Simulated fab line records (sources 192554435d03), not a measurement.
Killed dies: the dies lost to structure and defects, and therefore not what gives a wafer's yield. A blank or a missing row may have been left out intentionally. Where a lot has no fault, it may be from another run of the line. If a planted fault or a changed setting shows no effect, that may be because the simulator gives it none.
Split-lot study + flow n5-finfet + route with 1938 steps; 7 lots, 21 wafers read

ABOUT THE SPLIT
At N5_BEOL_M0_SAQP_ETCH_107 (etches SiNx in CH3F/O2, target depth 30 nm), the setting bias-w was moved away from the recipe's 73 W on 8 of the 21 wafers read, by -5.9% to +13.7%. For the rest of the wafers, this setting stayed at what the recipe calls for.

The reading is taken at the split's own step.

THE READING
rf-vpp-V, in V, at N5_BEOL_M0_SAQP_ETCH_107 (etches SiNx in CH3F/O2, target depth 30 nm). Typical for fault-free wafers on this fab line: 299 V, with standard deviation 3.8 V.

| wafer  | tool, chamber at the split | bias-w as run, W | against the recipe | rf-vpp-V, V | against lot-mates on the recipe |
|--------|----------------------------|------------------|--------------------|-------------|---------------------------------|
| L075.1 | rie-diel-03, 0             | 73               | recipe             | 299         | -                               |
| L075.3 | rie-diel-03, 2             | 73               | recipe             | 297         | -                               |
| L075.6 | rie-diel-03, 1             | 73               | recipe             | 301         | -                               |
| L076.4 | rie-diel-02, 3             | 73               | recipe             | 306         | -                               |
| L076.5 | rie-diel-02, 3             | 83.01            | +13.7%             | 337         | +31                             |
| L076.6 | rie-diel-02, 0             | 83.01            | +13.7%             | 332         | +26                             |
| L084.1 | rie-diel-01, 3             | 69.17            | -5.2%              | 288         | -9                              |
| L084.2 | rie-diel-01, 2             | 69.17            | -5.2%              | 285         | -12                             |
| L084.3 | rie-diel-01, 0             | 73               | recipe             | 297         | -                               |
| L087.1 | rie-diel-03, 2             | 73               | recipe             | 295         | -                               |
| L087.2 | rie-diel-03, 0             | 69.24            | -5.2%              | 287         | -8                              |
| L087.6 | rie-diel-03, 0             | 69.24            | -5.2%              | 289         | -6                              |
| L090.1 | rie-diel-03, 1             | 73               | recipe             | 307         | -                               |
| L090.3 | rie-diel-03, 2             | 68.69            | -5.9%              | 283         | -24                             |
| L090.6 | rie-diel-03, 1             | 68.69            | -5.9%              | 292         | -15                             |
| L092.2 | rie-diel-03, 3             | 73               | recipe             | 293         | -                               |
| L092.3 | rie-diel-03, 1             | 73               | recipe             | 307         | -                               |
| L092.6 | rie-diel-03, 3             | 73               | recipe             | 292         | -                               |
| L097.1 | rie-diel-01, 1             | 73               | recipe             | 298         | -                               |
| L097.5 | rie-diel-01, 1             | 73               | recipe             | 298         | -                               |
| L097.6 | rie-diel-01, 0             | 73               | recipe             | 295         | -                               |

FIT RESULTS
A straight line over all 21 wafers: rf-vpp-V changes by +2.45 V for each +1% of bias-w; r = +0.95; the points scatter about the line by 4.5 V.
The same after taking each lot's own level away (the mean of its wafers on the recipe; 21 wafers): +2.15 V for each +1%; r = +0.94; scatter 4.2 V.
That fit puts the effect of the largest move of bias-w on the reading at 30 V.
The span of the lots' own levels, 295.0 to 307.0 V, comes to 3.2 times the standard deviation stated above.
In other words, the slope is changed by the lot-to-lot level; the two fits disagree.
Check: with one of the wafers moved furthest among these (+13.7%) left out of the fit, the line predicts +28.1 V for it against its lot-mates. Against them it came out at +31 V.
Tool readings at the split's step, against how far the setting was moved: rf-vpp-V r = +0.95.

OTHER SPLITS ON THESE WAFERS
Before the reading, these wafers also passed through other splits. Each is held against what the fit with the lots' levels taken away leaves over:
| other split on the same wafers             | wafers away from the commonest value | r with rf-vpp-V (lot level and that fit taken away) |
|--------------------------------------------|--------------------------------------|-----------------------------------------------------|
| N5_HKMG_FIN_ETCH_55 bias-w                 | 8                                    | -0.21                                               |
| N5_MOL_CONTACT_COAG_EXPOSE_05 dose-mj      | 7                                    | -0.12                                               |
| N5_MOL_CONTACT_COAG_ETCH_47 over-etch-frac | 9                                    | +0.39                                               |
| N5_BEOL_M0_SAQP_SPACER1_ALD_98 temp-c      | 10                                   | -0.34                                               |

FILE'S OWN FIT
rf-vpp-V changes by +2.17 V for each +1% of bias-w, r = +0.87.
